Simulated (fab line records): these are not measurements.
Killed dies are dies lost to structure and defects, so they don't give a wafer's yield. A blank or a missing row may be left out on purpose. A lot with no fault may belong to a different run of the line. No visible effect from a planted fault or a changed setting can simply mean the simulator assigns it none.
Problem report in the 8D (eight disciplines) form, filled by code :: flow n5-finfet :: the parts of the form that need people (team, actions taken, sign-off) are left out

== 1. THE PROBLEM ==
At N5_BEOL_M5_COAT_05, spin-speed-rpm averages 1284.7 rpm over 6 wafers from 2 lots, while fault-free wafers read 1500.0 rpm, standard deviation 0.87. So: -99 or more standard deviations from the usual mean.
The step: resist thk 30 nm.
Earliest sighting: wafer L609.2 on litho-track-04 at day 11 01:26. At this step, 18 wafers from 6 lots have a number in the record. The rule behind "out" and "out of limits": a value lying over 4 standard deviations away from the usual mean. All remaining wafers that have a number are taken as sound.

== 2. WHAT IT IS, AND WHAT IT ISN'T ==
question: which readings at this step
is: spin-speed-rpm
is not: -

question: which lots
is: L609, L610
is not: L600, L603, L615, L621

question: which wafers of those lots
is: all that have a number
is not: -

question: read on which tools
is: litho-track-04
is not: litho-track-03, litho-track-05

question: when
is: from day 11 01:26
is not: up to then (6 sound wafers); but 6 sound wafers of L615, L621 came after

== 3. SUSPECTS, AND WHAT RULES EACH OUT ==
Counting: a tool stays on the suspect list if, at a process step up to the reading, it processed all lots that are out and no sound lot following the first of them.
- pecvd-04 at N5_BEOL_M5_PECVD_70 (deposits SiO2 from TEOS/O2, target thk 16 nm, time 18 s): kept. All lots that are out passed through it, beginning with L609 at day 11 00:23, and no sound lot followed; its final sound lot before that point was L603 at day 9 10:05.
- litho-track-04 at N5_BEOL_M5_COAT_05 (resist thk 30 nm): kept. All lots that are out passed through it, beginning with L609 at day 11 01:26, and no sound lot followed; its final sound lot before that point was L600 at day 8 00:07. Out on those wafers are its own readings of spin-speed-rpm.
After counting, pecvd-04 at N5_BEOL_M5_PECVD_70 and litho-track-04 at N5_BEOL_M5_COAT_05 remain.

== 4. THE CAUSE (what the simulator had put in) ==
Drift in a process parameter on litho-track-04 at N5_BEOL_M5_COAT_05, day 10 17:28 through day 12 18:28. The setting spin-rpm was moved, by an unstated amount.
Of the 2 suspects that counting leaves, this tool is one.

== 5. THE EFFECT CHAIN, in route order ==
Each row: a reading whose mean over the struck wafers that have a number lies more than 3 standard deviations from the usual. Only readings for which the record gives a usual standard deviation are gone through. hours: the time from each lot's start at the first step in this table that gives one to its start at this step, as a median over the lots. sigmas: the change in usual standard deviations.
hours: 0
step: N5_BEOL_M5_COAT_05
reading: spin-speed-rpm
usual: 1500.0 rpm
on struck wafers: 1284.7
change: -215.3
sigmas: -99 or more
It contains these process steps:
- N5_BEOL_M5_COAT_05: resist thk 30 nm.
At these later measuring or inspecting steps, every struck wafer for which the step has a row has a number for every such reading, and none has moved that far: N5_BEOL_M5_CD_MEAS_11, N5_BEOL_M5_OVL_MEAS_12, N5_BEOL_M5_INSPECT_13.

== 6. HOW IT WOULD HAVE BEEN CAUGHT EARLIER ==
8 hours passed between the start of the fault at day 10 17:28 and the first reading out of limits in this record, taken at day 11 01:26.
